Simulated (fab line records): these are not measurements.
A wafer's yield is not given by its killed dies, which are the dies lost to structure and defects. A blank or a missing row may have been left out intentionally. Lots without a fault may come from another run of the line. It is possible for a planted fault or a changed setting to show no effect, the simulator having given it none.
One fault through the eyes of 2 desks || flow n5-finfet || every desk sees just its own numbers, and what lay behind them comes last

## METROLOGY DESK
Means of the sampled wafers that have a number, per lot and without regard to the tool the lot ran on: this is what the gauges read. Marked OUT: a lot whose mean sits more than 4 standard deviations from the usual mean, which makes it out of limits; the brackets give that distance. 7 of its 10 readings are shown, namely those furthest out on some lot.
Columns: A = DIBL_N at N5_BEOL_M4_RC_MEAS_101, usual 36.0 mV/V; B = DIBL_P at N5_BEOL_M4_RC_MEAS_101, usual 35.8 mV/V; C = IOFF_P at N5_BEOL_M4_RC_MEAS_101, usual 0.20 nA/um; D = ION_N at N5_BEOL_M4_RC_MEAS_101, usual 670 uA/um; E = ION_P at N5_BEOL_M4_RC_MEAS_101, usual 459 uA/um; F = SS_P at N5_BEOL_M4_RC_MEAS_101, usual 73.2 mV/dec; G = VT_P at N5_BEOL_M4_RC_MEAS_101, usual -252 mV
{"lot": "L838", "first seen here": "day 9 22:49", "A": 36.2, "B": 36.4, "C": 0.20, "D": 668, "E": 454, "F": 73.3, "G": -252}
{"lot": "L842", "first seen here": "day 11 01:23", "A": 34.9, "B": 33.3, "C": 0.18, "D": 659, "E": 459, "F": 72.5, "G": -251}
{"lot": "L844", "first seen here": "day 11 07:01", "A": 34.6, "B": 35.4, "C": 0.19, "D": 666, "E": 459, "F": 73.2, "G": -251}
{"lot": "L845", "first seen here": "day 11 12:44", "A": 35.7, "B": 36.0, "C": 0.17, "D": 669, "E": 457, "F": 72.8, "G": -257}
{"lot": "L846", "first seen here": "day 12 11:36", "A": 36.8, "B": 36.2, "C": 0.19, "D": 656, "E": 451, "F": 72.9, "G": -254}
{"lot": "L854", "first seen here": "day 14 05:24", "A": 34.8, "B": 33.2, "C": 0.17, "D": 669, "E": 458, "F": 72.9, "G": -254}
{"lot": "L855", "first seen here": "day 14 16:58", "A": 35.7, "B": 33.9, "C": 0.21, "D": 666, "E": 464, "F": 73.2, "G": -248}
{"lot": "L857", "first seen here": "day 15 06:46", "A": 36.0, "B": 36.4, "C": 0.23, "D": 678, "E": 467, "F": 74.0, "G": -250}
{"lot": "L858", "first seen here": "day 15 11:20", "A": 33.1, "B": 32.2, "C": 0.14, "D": 648, "E": 446, "F": 72.2, "G": -257}
Finding of this desk: none of the 9 lots has anything out of limits.

## FOR THE TOOL OWNER'S DESK: litho-track-03
The tool's own readings at N5_BEOL_M1_COAT_62 (time 60 s, resist thk 12 nm): means of the sampled wafers that have a number, for each lot that ran on this tool. Marked OUT: a lot whose mean sits more than 4 standard deviations from the usual mean, which makes it out of limits; the brackets give that distance.
Columns: A = spin-speed-rpm at N5_BEOL_M1_COAT_62, usual 1500.0 rpm
{"lot": "L838", "first seen here": "day 7 05:50", "A": 1500.1}
{"lot": "L844", "first seen here": "day 8 05:59", "A": "1748.8 (+99 or more) OUT"}
{"lot": "L845", "first seen here": "day 8 16:32", "A": "1748.7 (+99 or more) OUT"}
{"lot": "L858", "first seen here": "day 12 03:27", "A": 1499.2}
This desk finds L844, L845 out of limits, L844 being first, at day 8 05:59 (spin-speed-rpm at N5_BEOL_M1_COAT_62). L838, L858: within limits.

## ALL TOGETHER
The tool owner's desk had the chance to raise an alarm at day 8 05:59 on L844, L845.
Nothing out of limits was seen by the metrology desk.
The metrology desk has L844, L845 on record, within its limits.
On litho-track-03, each named lot ran N5_BEOL_M1_COAT_62.

## WHAT THE SIMULATOR HAD PUT IN
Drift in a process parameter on litho-track-03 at N5_BEOL_M1_COAT_62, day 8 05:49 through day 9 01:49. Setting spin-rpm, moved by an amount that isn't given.
Struck lots among those shown: L844, L845.
How many hours passed from the start of the fault until each desk's first out-of-limits reading: the tool owner's desk, 0.
